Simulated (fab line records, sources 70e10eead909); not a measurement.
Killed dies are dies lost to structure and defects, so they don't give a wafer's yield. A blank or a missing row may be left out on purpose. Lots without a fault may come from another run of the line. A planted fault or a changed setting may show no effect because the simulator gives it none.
fab line records | flow nand_harc
record lots=6 wafers=18 last_day=23
route steps=1159 shown A_CONTACT@879 END@1159
lots that met no fault: from a run of the same line without faults
start_h: hours from the record's first day to the start of the lot's first wafer shown | wait_h: hours since the lot's step before | " the same as in the row above | L1.1+2: a row that stands for several wafers | - no value, or no start given | * or withheld: withheld | < > ~ a bound
route shown NAME@n: a module of which the file shows steps, and the number in the route of the first | usual: mean/standard deviation of fault-free wafers | same: alike in all rows | chamber/n: place in a boat | sites: the reading at each site | _std_site: their standard deviation | _edge_site: outer sites' mean less inner sites' | radius_mm: how far each site lies from the wafer's centre | mask NAME#n: copy n | behind: the tool/chamber that last shaped the wafer | hold: why the lot was held/for how many hours/how that ended | device: the transistor (n, p or np) that didn't switch | end of line: the same wafers' tests at the end of the route | a step without rows: its recipe alone | killed: dies lost to structure and defects at the first sort, not the wafer's yield | map: a wafer's dies, x killed, . not, _ none there
set.NAME: the setting as run; set.NAME@STEP: as run at that earlier step | model.NAME: the simulator's own value behind a step, which no gauge read
lots at some steps of the route; a table a step, a row a wafer
services: from which hour (start_h, from the record's first day; less than 0 if before it) a tool's chamber was out of use, for how many hours, and why
## steps
# step NHARC_A_CONTACT_STRIP_100
# recipe cf4_flow_sccm=100 chf3_flow_sccm=30 ar_flow_sccm=0 bias_w=0 chemistry=CF4/CHF3
# step NHARC_A_CONTACT_STRIP_101
# recipe o2_flow_sccm=400 cos_flow_sccm=20 ar_flow_sccm=0 bias_w=0 chemistry=O2/COS
# step NHARC_A_CONTACT_ETCH_102
# recipe target_depth_a=700 overetch_a=70 time_s=38.5 ion_energy_ev=100 cf4_flow_sccm=80 o2_flow_sccm=20 ar_flow_sccm=0 rf_w=300 bias_w=100 chemistry=CF4/O2
# usual drypump_motor_current_A=5.70/0.25 oes_product_au=0.996/0.013 rf_fwd_power_W=295.5/1.7 rf_vpp_V=197.6/1.4 showerhead_plenum_p_Torr=1.32/0.054 throttle_valve_pct=13.398/0.0091
# columns lot.wafer tool chamber start_h wait_h drypump_motor_current_A oes_product_au rf_fwd_power_W rf_hours_counter_h rf_vpp_V showerhead_plenum_p_Torr throttle_valve_pct
L134.1 rie_diel-01 1 365.25 0.1 5.86 1.010 295.2 17 196.6 1.25 13.403
L134.6 " 0 " " 5.36 0.988 295.2 - 198.5 1.35 13.406
L134.5 " 3 " " 6.04 0.979 297.7 - 199.0 1.35 13.399
L138.4 rie_diel-08 2 409.74 0.1 5.36 0.980 296.7 19 195.5 1.25 13.386
L138.3 " 3 " " 5.99 0.986 295.6 19 196.1 1.30 13.395
L138.6 " 2 " " 5.33 0.989 296.7 - 195.9 1.25 13.407
L142.1 rie_diel-01 0 429.55 0.1 5.35 0.974 296.7 40 197.3 1.35 13.395
L142.6 " 3 " " 6.06 0.986 297.4 - 199.2 1.35 13.390
L142.5 " 0 " " 5.35 0.987 296.3 - 198.4 1.35 13.406
L144.4 rie_diel-11 2 442.25 0.1 5.59 0.996 296.2 22 196.9 1.28 13.380
L144.6 " 0 " " 5.44 0.999 298.6 - 198.4 1.39 13.404
L144.5 " 1 " " 5.77 0.967 295.1 - 197.6 1.29 13.409
L146.2 rie_diel-01 1 442.76 0.1 5.86 1.011 294.1 42 194.6 1.25 13.394
L146.3 " 3 " " 6.09 0.988 298.3 43 197.6 1.35 13.396
L146.5 " 1 " " 5.87 1.012 293.8 - 195.1 1.25 13.391
L156.1 rie_diel-08 1 496.14 0.1 5.93 1.018 291.6 1 197.4 1.38 13.407
L156.3 " 2 " " 5.32 1.007 296.6 1 196.9 1.24 13.406
L156.6 " 0 " " 5.59 1.024 294.2 - 196.9 1.30 13.393
# step NHARC_A_CONTACT_STRIP_55
# recipe o2_flow_sccm=500 ar_flow_sccm=0 bias_w=0 chemistry=O2
# usual drypump_motor_current_A=5.72/0.24 oes_product_au=0.997/0.012 rf_vpp_V=57.8/0.9 showerhead_plenum_p_Torr=3.48/0.13 throttle_valve_pct=17.035/0.0097
# columns lot.wafer tool chamber start_h wait_h drypump_motor_current_A oes_product_au rf_hours_counter_h rf_vpp_V showerhead_plenum_p_Torr throttle_valve_pct
L134.1 rie_diel-01 0 - - 5.37 0.989 19 57.4 3.57 17.052
L134.6 " 1 " " 5.85 1.028 - 56.9 3.32 17.038
L134.5 " 3 " " 6.13 0.992 - 57.9 3.57 17.042
L138.4 rie_diel-08 2 - - 5.34 0.998 19 57.4 3.31 17.044
L138.3 " 0 " " 5.59 1.004 20 59.4 3.46 17.053
L138.6 " 1 " " 5.93 1.003 - 58.8 3.66 17.027
L142.1 rie_diel-01 1 - - 5.88 1.018 38 58.3 3.31 17.027
L142.6 " 0 " " 5.38 0.986 - 56.9 3.56 17.029
L142.5 " 3 " " 6.09 0.987 - 57.7 3.56 17.051
L144.4 rie_diel-11 0 - - 5.45 1.017 24 59.0 3.68 17.035
L144.6 " 0 " " 5.43 1.015 - 58.1 3.68 17.030
L144.5 " 1 " " 5.76 0.986 - 58.0 3.42 17.042
L146.2 rie_diel-01 3 - - 6.09 0.975 43 58.4 3.56 17.026
L146.3 " 1 " " 5.89 1.009 42 57.1 3.31 17.026
L146.5 " 0 " " 5.38 0.985 - 55.7 3.56 17.033
L156.3 rie_diel-08 2 - - 5.39 0.991 1 57.8 3.30 17.023
L156.1 " 3 " " 5.99 0.989 2 58.6 3.43 17.026
L156.6 " 1 " " 5.91 1.011 - 57.0 3.65 17.055
# step NHARC_A_CONTACT_STRIP_56
# recipe time_s=600 temp_c=30 chemistry=post_etch_residue_remover
# step NHARC_A_CONTACT_DEP_57
# recipe target_thk_a=28000 temp_c=400 material=aC
# usual throttle_valve_pct=35.001/0.0093
# columns lot.wafer tool chamber start_h wait_h throttle_valve_pct
L134.1 acl_dep-02 0 367.24 - 34.987
L134.5 " 0 368.38 - 35.007
L134.6 " 0 " " 34.999
L138.3 acl_dep-01 0 414.95 - 34.992
L138.4 " 0 " " 34.989
L138.6 " 0 " " 35.000
L142.1 acl_dep-03 0 431.14 - 34.991
L142.5 " 0 432.29 - 35.009
L142.6 " 0 " " 35.014
L144.4 acl_dep-02 0 443.94 - 35.005
L144.5 " 0 " " 35.002
L144.6 " 0 " " 35.003
L146.2 acl_dep-03 0 445.11 - 34.993
L146.3 " 0 " " 35.010
L146.5 " 0 " " 35.003
L156.1 acl_dep-02 0 498.22 - 34.999
L156.3 " 0 " " 34.992
L156.6 " 0 " " 35.001
# step NHARC_A_CONTACT_DEP_58
# recipe target_thk_a=600 target_thk_nm=60 temp_c=400 pressure_torr=3.5 flow_sccm=200 rf_w=350 material=SiON
# usual chamber_pressure_Torr=3.500/0.0072 heater_power_w=773/110 rf_fwd_power_W=348.4/1.1
# columns lot.wafer tool chamber start_h wait_h chamber_pressure_Torr heater_power_w rf_fwd_power_W
L134.1 pecvd-01 0 369.00 1.5 3.501 609 346.6
L134.5 " 2 " " 3.507 799 348.2
L134.6 " 1 " " 3.498 579 348.1
L138.3 pecvd-01 1 416.12 0.9 3.491 651 347.3
L138.6 " 2 " " 3.488 907 346.5
L138.4 " 0 " " 3.492 631 348.6
L142.1 pecvd-04 0 433.05 1.6 3.495 877 347.0
L142.5 " 0 " " 3.505 885 349.2
L142.6 " 2 " " 3.480 698 349.2
L144.6 pecvd-01 2 444.90 0.1 3.492 873 349.7
L144.5 " 0 " " 3.505 712 346.8
L144.4 " 1 " " 3.492 547 349.5
L146.2 pecvd-03 2 446.60 1.2 3.510 831 348.9
L146.3 " 0 " " 3.494 740 347.9
L146.5 " 1 " " 3.502 707 348.4
L156.3 pecvd-04 1 500.02 0.9 3.508 817 349.1
L156.1 " 2 " " 3.517 841 346.8
L156.6 " 2 " " 3.493 832 346.6
# step NHARC_A_CONTACT_DEHYDRATE_59
# recipe temp_c=150 time_s=120
# step NHARC_A_CONTACT_HMDS_60
# recipe time_s=30
# step NHARC_A_CONTACT_COAT_61
# recipe temp_c=260 time_s=75
# step NHARC_A_CONTACT_COAT_62
# recipe temp_c=225 time_s=65
# step NHARC_A_CONTACT_COAT_63
# recipe spin_rpm=1500 resist_thk_nm=90
# step NHARC_A_CONTACT_SOFTBAKE_64
# recipe temp_c=105 time_s=55
# usual heater_power_total_W=188.47/0.13
# columns lot.wafer tool chamber start_h wait_h heater_power_total_W
L134.1 litho_track-06 0 369 - 188.40
L134.5 " 0 " " 188.30
L134.6 " 0 " " 188.42
L138.3 litho_track-01 0 416 - 188.32
L138.4 " 0 " " 188.42
L138.6 " 0 " " 188.41
L142.1 litho_track-06 0 433 - 323.14
L142.5 " 0 " " 322.95
L142.6 " 0 " " 323.12
L144.4 litho_track-06 0 445 - 323.00
L144.5 " 0 " " 323.09
L144.6 " 0 " " 323.02
L146.2 litho_track-04 0 446 - 188.37
L146.3 " 0 " " 188.53
L146.5 " 0 " " 188.35
L156.1 litho_track-04 0 500 - 188.73
L156.3 " 0 " " 188.53
L156.6 " 0 " " 188.43
# step NHARC_A_CONTACT_EBR_65
# step NHARC_END_SORT_01
# recipe temp_c=25
# usual killed_at_array=27/9.9 killed_at_other=0.5/0.76 killed_at_periphery=3.4/2.2 killed_dies=31/10 killed_open=3.3/2 killed_short=2.0/1.5
# same gross_dies=677
# columns lot.wafer tool chamber start_h wait_h killed_at_array killed_at_other killed_at_periphery killed_dies killed_open killed_short
L146.2 prober-01 0 510.52 2.8 32 0 4 36 6 0
L146.3 prober-01 0 511.31 3.1 27 1 2 30 3 2
L146.5 prober-01 0 512.90 3.7 31 0 3 34 3 5
L144.4 prober-02 0 512.07 3.4 30 1 1 32 2 0
# killed by level:class
L146.2 A_SLIT:chamber_film_flake=20 A_CHANNEL_HOLE_D1:chamber_film_flake=5 P_M0:geometric_particle:open=3 A_WL_FILL:chamber_film_flake=2 A_CONTACT:chamber_film_flake=2 A_CHANNEL_FILL_D1:geometric_particle:open=1 A_M0:geometric_particle:open=1 A_M1:geometric_particle:open=1
L146.3 A_SLIT:chamber_film_flake=14 A_CHANNEL_HOLE_D1:chamber_film_flake=5 A_ONON_D1:geometric_particle:short=2 P_GATE:chamber_film_flake=2 A_SOURCE_PLATE:geometric_particle:open=1 A_ONON_D1:geometric_particle:open=1 A_CHANNEL_FILL_D1:geometric_particle:open=1 A_ZERO_WELL:chamber_film_flake=1
L144.4 A_CHANNEL_HOLE_D1:chamber_film_flake=16 A_STAIRCASE:chamber_film_flake=12 P_M0:geometric_particle:open=1 A_SGD_CUT:geometric_particle:open=1 A_SLIT:chamber_film_flake=1 THIN_TSV:chamber_film_flake=1
L146.5 A_SLIT:chamber_film_flake=12 A_CONTACT:chamber_film_flake=9 A_CHANNEL_HOLE_D1:chamber_film_flake=4 P_CONTACT:geometric_particle:short=1 P_CONTACT:geometric_particle:open=1 P_M1:geometric_particle:open=1 A_ONON_D1:geometric_particle:short=1 A_SGD_CUT:geometric_particle:short=1
## services
# columns tool chamber start_h hours kind
rie_diel-01 0 348.38 - clean
rie_diel-01 1 348.38 - clean
rie_diel-01 2 348.38 - clean
acl_dep-02 - 352.25 13.0 pm
rie_diel-08 3 359.70 1.3 repair
rie_diel-01 2 362.64 2.9 repair
rie_diel-11 - 366.50 9.0 pm
pecvd-04 - 376.56 13.0 pm
pecvd-03 - 394.27 2.7 repair
acl_dep-03 - 407.08 13.0 pm
pecvd-01 - 418.07 13.0 pm
rie_diel-01 2 423.97 50.2 repair
pecvd-03 2 431.30 3.2 repair
rie_diel-08 1 437.38 8.4 repair
litho_track-01 - 443.00 7.0 pm
rie_diel-08 2 461.42 1.3 repair
rie_diel-01 3 466.91 9.3 repair
litho_track-06 - 467.00 7.0 pm
pecvd-03 - 473.54 13.0 pm
acl_dep-01 - 476.28 13.0 pm
pecvd-04 2 477.63 5.5 repair
rie_diel-08 - 478.80 9.0 pm
litho_track-04 - 491.00 7.0 pm
rie_diel-01 - 491.88 9.0 pm
## key
first_sign step=NHARC_A_CONTACT_SOFTBAKE_64 reading=heater_power_total_W direction=up sigmas=99+ usual=* struck=*
effect none on later readings
met_at NHARC_A_CONTACT_SOFTBAKE_64
struck_wafers L142.1,L142.5,L142.6,L144.4,L144.5,L144.6
tester_left_out L142,L144
onset_between 369 433
fault kind=process_parameter_drift tool=litho_track-06 chamber=- onset_h=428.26 steps=NHARC_A_CONTACT_SOFTBAKE_64 channel=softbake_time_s offset=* shape=step end_h=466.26 acts_in=* stated=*
# tester_left_out: of these lots the tester's yield and bins aren't shown, on N5 and GAA mostly nor the transistor test; their killed dies are dies lost to structure and defects alone, not to doping, threshold or leakage, so they don't give the yield
